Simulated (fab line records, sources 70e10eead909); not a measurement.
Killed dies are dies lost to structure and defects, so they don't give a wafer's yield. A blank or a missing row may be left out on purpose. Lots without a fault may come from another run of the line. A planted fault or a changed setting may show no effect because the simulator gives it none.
fab line records | flow nand_harc
record lots=11 wafers=33 last_day=34
route steps=1302 shown A_STAIRCASE@790 END@1302
lots that met no fault: from a run of the same line without faults
start_h: hours from the record's first day to the start of the lot's first wafer shown | wait_h: hours since the lot's step before | " the same as in the row above | L1.1+2: a row that stands for several wafers | - no value, or no start given | * or withheld: withheld | < > ~ a bound
route shown NAME@n: a module of which the file shows steps, and the number in the route of the first | usual: mean/standard deviation of fault-free wafers | same: alike in all rows | chamber/n: place in a boat | sites: the reading at each site | _std_site: their standard deviation | _edge_site: outer sites' mean less inner sites' | radius_mm: how far each site lies from the wafer's centre | mask NAME#n: copy n | behind: the tool/chamber that last shaped the wafer | hold: why the lot was held/for how many hours/how that ended | device: the transistor (n, p or np) that didn't switch | end of line: the same wafers' tests at the end of the route | a step without rows: its recipe alone | killed: dies lost to structure and defects at the first sort, not the wafer's yield | map: a wafer's dies, x killed, . not, _ none there
set.NAME: the setting as run; set.NAME@STEP: as run at that earlier step | model.NAME: the simulator's own value behind a step, which no gauge read
steps of the route over a sample of lots; a table a step, a row a wafer
services: from which hour (start_h, from the record's first day; less than 0 if before it) a tool's chamber was out of use, for how many hours, and why
## steps
# step NHARC_A_STAIRCASE_STRIP_274
# recipe o2_flow_sccm=500 ar_flow_sccm=0 bias_w=0 chemistry=O2
# usual chamber_pressure_mTorr=60.00/0.061 drypump_motor_current_A=5.6/0.4 oes_product_au=1.002/0.0092 rf_vpp_V=57.7/0.98 showerhead_plenum_p_Torr=3.52/0.16 throttle_valve_pct=17.036/0.01
# same bias_w=0
# columns lot.wafer tool chamber start_h wait_h chamber_pressure_mTorr drypump_motor_current_A oes_product_au rf_hours_counter_h rf_vpp_V showerhead_plenum_p_Torr throttle_valve_pct
L584.3 rie_diel-01 3 - - 60.01 5.1 1.008 51 59.4 3.49 17.015
L584.6 " 2 " " 60.05 5.9 0.999 - 58.4 3.75 17.046
L584.5 " 3 " " 60.02 5.1 1.001 - 58.7 3.49 17.059
L586.2 rie_diel-05 0 - - 60.07 5.6 1.006 47 57.7 3.78 17.048
L586.6 " 0 " " 60.04 5.6 1.004 - 59.9 3.78 17.029
L586.5 " 1 " " 60.01 5.3 1.001 - 57.1 3.36 17.035
L587.3 rie_diel-01 0 - - 59.94 5.4 1.001 2 58.2 3.55 17.041
L587.2 " 2 " " 60.09 6.0 1.011 2 58.3 3.75 17.039
L587.5 " 0 " " 59.96 5.4 1.001 - 58.5 3.55 17.038
L589.1 rie_diel-01 3 - - 59.98 5.1 1.002 17 56.5 3.48 17.035
L589.5 " 2 " " 60.08 6.1 1.003 - 57.3 3.74 17.044
L589.6 " 3 " " 60.02 5.1 1.006 - 58.7 3.48 17.043
L596.2 rie_diel-13 3 - - 59.97 5.7 0.998 45 57.0 3.45 17.038
L596.1 " 0 " " 60.02 5.3 0.995 52 57.2 3.31 17.035
L596.5 " 3 " " 60.04 5.7 0.990 - 57.5 3.45 17.043
L597.1 rie_diel-05 2 - - 59.98 6.5 0.972 30 58.1 3.28 17.044
L597.3 " 3 " " 59.97 5.2 1.003 24 58.1 3.61 17.032
L597.6 " 1 " " 59.93 5.3 0.995 - 57.2 3.35 17.042
L599.2 rie_diel-01 3 520.95 - 60.03 5.1 1.003 39 56.7 3.47 17.039
L599.6 " 3 " " 60.04 5.1 1.011 - 57.6 3.47 17.037
L599.5 " 0 " " 59.99 5.4 1.012 - 57.3 3.53 17.042
L598.2 rie_diel-05 0 - - 60.05 5.6 1.015 29 56.7 3.76 17.015
L598.3 " 1 " " 60.02 5.3 1.000 35 58.1 3.34 17.055
L598.5 " 2 " " 60.03 6.5 0.983 - 57.9 3.28 17.026
L604.1 rie_diel-13 3 - - 60.00 5.7 1.013 21 57.0 3.44 17.025
L604.4 " 0 " " 60.05 5.3 1.001 21 56.7 3.29 17.053
L604.5 " 0 " " 60.04 5.3 0.999 - 57.7 3.30 17.033
L603.4 rie_diel-01 3 - - 59.89 5.1 1.005 4 59.0 3.46 17.042
L603.1 " 2 " " 59.98 5.9 0.997 5 59.3 3.72 17.038
L603.6 " 3 " " 60.04 5.1 0.993 - 59.0 3.46 17.040
L607.1 rie_diel-05 3 - - 60.10 5.2 1.009 6 57.5 3.59 17.041
L607.2 " 0 " " 60.12 5.6 1.009 7 58.3 3.75 17.039
L607.5 " 0 " " 59.99 5.6 1.003 - 59.1 3.75 17.027
# step NHARC_A_STAIRCASE_DESCUM_291
# recipe time_s=3 o2_flow_sccm=200 ar_flow_sccm=0 bias_power_w=0 chemistry=O2
# usual drypump_motor_current_A=5.6/0.41 oes_product_au=1.005/0.0087 rf_vpp_V=57.7/0.79 showerhead_plenum_p_Torr=1.92/0.09 throttle_valve_pct=11.312/0.009
# columns lot.wafer tool chamber start_h wait_h drypump_motor_current_A oes_product_au rf_hours_counter_h rf_vpp_V showerhead_plenum_p_Torr throttle_valve_pct
L584.3 rie_diel-05 0 384.51 - 5.5 1.006 44 57.7 2.06 11.318
L584.5 " 2 " " 6.5 0.992 - 57.2 1.78 11.307
L584.6 " 3 " " 5.2 1.010 - 57.7 1.97 11.316
L586.2 rie_diel-01 3 399.76 - 5.1 1.016 3 57.8 1.89 11.313
L586.6 " 3 " " 5.1 1.014 - 57.0 1.89 11.318
L586.5 " 0 " " 5.4 1.004 - 56.8 1.93 11.302
L587.2 rie_diel-13 1 403.34 - 5.5 0.995 20 58.5 1.85 11.327
L587.3 " 3 " " 5.7 1.002 13 57.5 1.88 11.305
L587.5 " 1 " " 5.5 0.993 - 58.5 1.85 11.289
L589.1 rie_diel-01 2 440.13 - 5.9 1.014 16 57.8 2.04 11.297
L589.5 " 1 " " 6.2 1.007 - 58.0 2.04 11.317
L589.6 " 2 " " 5.9 1.018 - 59.1 2.04 11.300
L596.1 rie_diel-01 3 497.59 - 5.1 1.012 36 59.7 1.88 11.303
L596.2 " 0 " " 5.4 1.014 38 58.2 1.91 11.317
L596.5 " 3 " " 5.1 1.020 - 56.6 1.88 11.303
L597.1 rie_diel-13 0 510.94 - 5.3 0.986 54 57.2 1.79 11.308
L597.3 " 1 " " 5.6 0.983 56 56.1 1.84 11.299
L597.6 " 3 " " 5.7 1.003 - 58.6 1.87 11.301
L599.2 rie_diel-01 0 525.03 - 5.4 1.005 41 57.2 1.91 11.301
L599.5 " 0 " " 5.4 1.017 - 58.3 1.91 11.308
L599.6 " 1 " " 6.2 0.999 - 58.0 2.03 11.306
L598.2 rie_diel-01 1 526.95 - 6.2 0.994 35 59.0 2.03 11.302
L598.3 " 3 " " 5.1 1.012 40 58.9 1.88 11.319
L598.5 " 1 " " 6.1 1.004 - 58.3 2.03 11.330
L604.1 rie_diel-05 0 581.34 - 5.6 1.000 48 58.9 2.04 11.303
L604.4 " 1 " " 5.3 0.998 52 57.8 1.80 11.314
L604.5 " 0 " " 5.5 1.012 - 58.1 2.04 11.308
L603.1 rie_diel-13 2 583.93 - 5.6 1.007 22 57.8 1.87 11.315
L603.4 " 3 " " 5.7 1.013 26 57.0 1.86 11.317
L603.6 " 1 " " 5.5 1.007 - 57.5 1.83 11.312
L607.1 rie_diel-05 3 619.42 - 5.2 1.010 7 58.9 1.95 11.307
L607.2 " 1 " " 5.3 1.010 9 57.5 1.80 11.295
L607.5 " 2 " " 6.5 0.997 - 59.7 2.07 11.305
# step NHARC_A_STAIRCASE_STRIP_295
# recipe o2_flow_sccm=500 ar_flow_sccm=0 bias_w=0 chemistry=O2
# usual chamber_pressure_mTorr=60.00/0.055 drypump_motor_current_A=5.6/0.39 oes_product_au=1.005/0.0077 rf_vpp_V=57.8/0.98 showerhead_plenum_p_Torr=3.54/0.16 throttle_valve_pct=17.037/0.0093
# same bias_w=0
# columns lot.wafer tool chamber start_h wait_h chamber_pressure_mTorr drypump_motor_current_A oes_product_au rf_hours_counter_h rf_vpp_V showerhead_plenum_p_Torr throttle_valve_pct
L584.3 rie_diel-05 0 - - 59.98 5.6 1.021 44 58.5 3.78 17.041
L584.5 " 3 " " 60.03 5.1 1.008 - 60.3 3.63 17.030
L584.6 " 0 " " 59.96 5.6 1.006 - 58.3 3.78 17.032
L586.2 rie_diel-01 3 - - 59.98 5.1 1.006 4 57.9 3.49 17.024
L586.6 " 3 " " 60.01 5.1 1.004 - 57.0 3.49 17.049
L586.5 " 0 " " 59.99 5.4 1.012 - 57.0 3.55 17.027
L587.3 rie_diel-13 0 - - 59.97 5.3 0.996 20 56.9 3.32 17.036
L587.2 " 2 " " 60.04 5.7 0.996 14 58.7 3.48 17.040
L587.5 " 1 " " 60.00 5.5 1.017 - 57.7 3.42 17.048
L589.1 rie_diel-01 1 - - 59.94 6.2 1.000 13 58.5 3.74 17.038
L589.5 " 2 " " 60.05 6.0 1.010 - 57.5 3.74 17.031
L589.6 " 3 " " 60.10 5.1 1.016 - 58.8 3.48 17.039
L596.2 rie_diel-01 1 - - 60.14 6.2 1.010 31 58.3 3.73 17.031
L596.1 " 2 " " 59.92 6.0 1.002 39 56.6 3.73 17.031
L596.5 " 1 " " 59.87 6.2 1.002 - 58.7 3.73 17.029
L597.3 rie_diel-13 3 - - 60.04 5.7 0.999 49 59.0 3.45 17.031
L597.1 " 0 " " 59.99 5.3 0.996 55 57.3 3.31 17.026
L597.6 " 1 " " 59.98 5.6 0.995 - 55.6 3.40 17.024
L599.2 rie_diel-01 1 - - 59.96 6.2 0.998 35 58.9 3.73 17.032
L599.5 " 3 " " 60.00 5.1 1.013 - 59.7 3.47 17.011
L599.6 " 0 " " 60.02 5.4 1.008 - 57.4 3.53 17.052
L598.3 rie_diel-01 1 - - 59.97 6.2 1.009 36 57.4 3.73 17.035
L598.2 " 2 " " 60.02 5.9 1.012 43 59.0 3.73 17.045
L598.5 " 0 " " 60.04 5.4 1.015 - 57.4 3.53 17.047
L604.1 rie_diel-05 0 - - 59.91 5.6 1.013 49 58.9 3.75 17.024
L604.4 " 3 " " 59.97 5.2 1.005 46 58.7 3.60 17.053
L604.5 " 0 " " 60.00 5.6 1.005 - 57.5 3.75 17.040
L603.1 rie_diel-13 0 - - 59.88 5.3 1.012 27 57.7 3.29 17.042
L603.4 " 1 " " 59.98 5.6 1.007 22 56.9 3.39 17.052
L603.6 " 3 " " 60.06 5.7 1.013 - 57.0 3.43 17.044
L607.1 rie_diel-05 1 - - 60.03 5.3 1.006 10 57.5 3.33 17.033
L607.2 " 2 " " 59.95 6.5 0.992 9 58.6 3.80 17.022
L607.5 " 1 " " 60.02 5.3 1.003 - 56.7 3.33 17.026
# step NHARC_A_STAIRCASE_STRIP_476
# recipe time_s=20 o2_flow_sccm=500 ar_flow_sccm=0 bias_w=0 chemistry=O2
# usual bias_w=0/0 chamber_pressure_mTorr=60.00/0.053 drypump_motor_current_A=5.6/0.4 oes_product_au=1.002/0.0083 rf_vpp_V=57.6/0.91 showerhead_plenum_p_Torr=3.52/0.16 throttle_valve_pct=17.036/0.0087
# columns lot.wafer tool chamber start_h wait_h bias_w chamber_pressure_mTorr drypump_motor_current_A oes_product_au rf_hours_counter_h rf_vpp_V showerhead_plenum_p_Torr throttle_valve_pct
L584.3 rie_diel-13 0 400.62 0.1 0 60.08 5.3 0.994 18 56.1 3.33 17.041
L584.5 " 3 " " 0 60.07 5.7 0.999 - 58.0 3.47 17.045
L584.6 " 0 " " 0 60.06 5.4 0.989 - 56.4 3.33 17.036
L586.2 rie_diel-01 1 411.04 0.1 0 59.96 6.2 1.007 4 58.5 3.75 17.035
L586.5 " 0 " " 0 59.94 5.4 1.001 - 57.1 3.55 17.030
L586.6 " 1 " " 0 60.02 6.2 0.994 - 57.7 3.74 17.040
L587.2 rie_diel-13 1 415.44 0.1 0 60.13 5.5 0.986 25 58.8 3.42 17.040
L587.3 " 2 " " 0 60.06 5.6 1.005 19 57.1 3.48 17.040
L587.5 " 2 " " 0 60.00 5.6 1.003 - 58.2 3.48 17.040
L589.1 rie_diel-13 3 449.89 0.2 0 60.00 5.7 0.997 27 58.5 3.46 17.029
L589.6 " 3 " " 0 59.97 5.7 1.002 - 57.0 3.46 17.041
L589.5 " 0 " " 0 60.03 5.3 0.992 - 56.6 3.32 17.039
L596.2 rie_diel-01 3 507.49 0.1 - - - - - - - -
L596.1 " 0 " " - - - - - - - -
L596.5 " 0 " " - - - - - - - -
L597.3 rie_diel-01 1 524.09 0.1 - - - - - - - -
L597.1 " 2 " " - - - - - - - -
L597.6 " 2 " " - - - - - - - -
L599.2 rie_diel-13 0 536.75 0.1 - - - - - - - -
L599.6 " 1 " " - - - - - - - -
L599.5 " 2 " " - - - - - - - -
L598.2 rie_diel-13 0 536.90 0.1 0 59.92 5.3 1.006 6 56.6 3.30 17.039
L598.3 " 1 " " 0 59.95 5.5 1.002 6 57.6 3.40 17.032
L598.5 " 3 " " 0 60.09 5.7 1.023 - 58.4 3.44 17.045
L604.1 rie_diel-01 2 590.59 0.1 0 59.93 6.0 1.008 7 58.7 3.72 17.041
L604.4 " 0 " " 0 60.02 5.4 1.003 - 57.1 3.52 17.038
L604.5 " 1 " " 0 60.02 6.2 1.012 - 58.3 3.72 17.040
L603.1 rie_diel-01 0 597.37 0.1 0 59.94 5.4 0.999 9 57.0 3.52 17.037
L603.4 " 0 " " 0 60.00 5.4 0.995 - 58.1 3.52 17.022
L603.6 " 2 " " 0 59.96 5.9 0.993 - 57.7 3.72 17.030
L607.1 rie_diel-05 0 628.97 0.1 0 60.01 5.6 1.013 10 59.4 3.74 17.036
L607.2 " 3 " " 0 59.94 5.2 1.002 9 57.8 3.59 17.028
L607.5 " 1 " " 0 59.97 5.3 0.999 - 56.9 3.33 17.039
# step NHARC_END_SORT_01
# recipe temp_c=25
# usual killed_at_array=59/24 killed_at_other=0.7/1.2 killed_at_periphery=3.5/2.6 killed_dies=63/24 killed_open=3.2/2.1 killed_short=2.4/1.5
# same gross_dies=677
# columns lot.wafer tool chamber start_h wait_h killed_at_array killed_at_other killed_at_periphery killed_dies killed_open killed_short
L599.2 prober-01 0 708.65 2.8 53 0 5 58 2 3
L599.5 prober-01 0 711.08 3.7 52 1 4 57 5 3
L599.6 prober-01 0 711.88 4.0 46 2 7 55 4 3
# killed by level:class
L599.2 A_CHANNEL_HOLE_D2:chamber_film_flake=19 A_CHANNEL_HOLE_D1:chamber_film_flake=11 A_CONTACT:chamber_film_flake=10 P_GATE:chamber_film_flake=4 A_SLIT:chamber_film_flake=4 A_DECK1_JOINT:chamber_film_flake=2 P_M1:geometric_particle:short=1 A_ONON_D1:geometric_particle:short=1
L599.5 A_CHANNEL_HOLE_D2:chamber_film_flake=25 A_CONTACT:chamber_film_flake=12 A_CHANNEL_HOLE_D1:chamber_film_flake=6 P_GATE:geometric_particle:short=1 A_SOURCE_PLATE:geometric_particle:open=1 A_CHANNEL_HOLE_D1:geometric_particle:short=1 A_CHANNEL_FILL_D1:geometric_particle:open=1 A_DECK1_JOINT:geometric_particle:open=1
L599.6 A_CHANNEL_HOLE_D2:chamber_film_flake=17 A_CONTACT:chamber_film_flake=13 A_SLIT:chamber_film_flake=5 A_CHANNEL_HOLE_D1:chamber_film_flake=3 A_CHANNEL_HOLE_D1:geometric_particle:open=2 P_STI:chamber_film_flake=2 A_STAIRCASE:chamber_film_flake=2 HYBRID_BOND:chamber_film_flake=2
## services
# columns tool chamber start_h hours kind
rie_diel-13 2 353.03 8.5 repair
rie_diel-13 3 356.16 5.9 repair
rie_diel-01 0 360.05 - clean
rie_diel-01 1 360.05 - clean
rie_diel-01 2 360.05 - clean
rie_diel-01 3 360.05 - clean
rie_diel-13 - 362.98 1.1 repair
rie_diel-01 1 370.55 30.6 repair
rie_diel-01 - 380.95 9.0 pm
rie_diel-01 0 380.95 9.0 vent_cycle
rie_diel-01 2 380.95 9.0 vent_cycle
rie_diel-01 3 380.95 9.0 vent_cycle
rie_diel-01 0 389.95 - clean
rie_diel-05 - 406.63 9.0 pm
rie_diel-01 - 431.97 0.4 repair
rie_diel-13 2 445.07 16.4 repair
rie_diel-01 3 452.02 15.6 repair
rie_diel-13 0 499.96 6.0 repair
rie_diel-05 3 519.22 5.4 repair
rie_diel-13 - 520.19 9.0 pm
rie_diel-01 - 557.95 9.0 pm
rie_diel-05 - 583.68 9.0 pm
rie_diel-01 3 587.32 13.6 repair
rie_diel-01 1 607.46 7.0 repair
## key
first_sign step=NHARC_A_STAIRCASE_STRIP_476 reading=tool_record direction=missing
effect none on later readings
met_at NHARC_A_STAIRCASE_STRIP_476
struck_lots L596,L597,L599
tester_left_out L596,L597,L599
not_acting_at NHARC_A_STAIRCASE_STRIP_274,NHARC_A_STAIRCASE_DESCUM_291,NHARC_A_STAIRCASE_STRIP_295
onset_between 449.89 507.49
fault kind=skipped_step_whole tool=rie_diel-01,rie_diel-13 chamber=- onset_h=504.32 steps=NHARC_A_STAIRCASE_STRIP_476 scope=struck_lots_only
# tester_left_out: of these lots the tester's yield and bins aren't shown, on N5 and GAA mostly nor the transistor test; their killed dies are dies lost to structure and defects alone, not to doping, threshold or leakage, so they don't give the yield
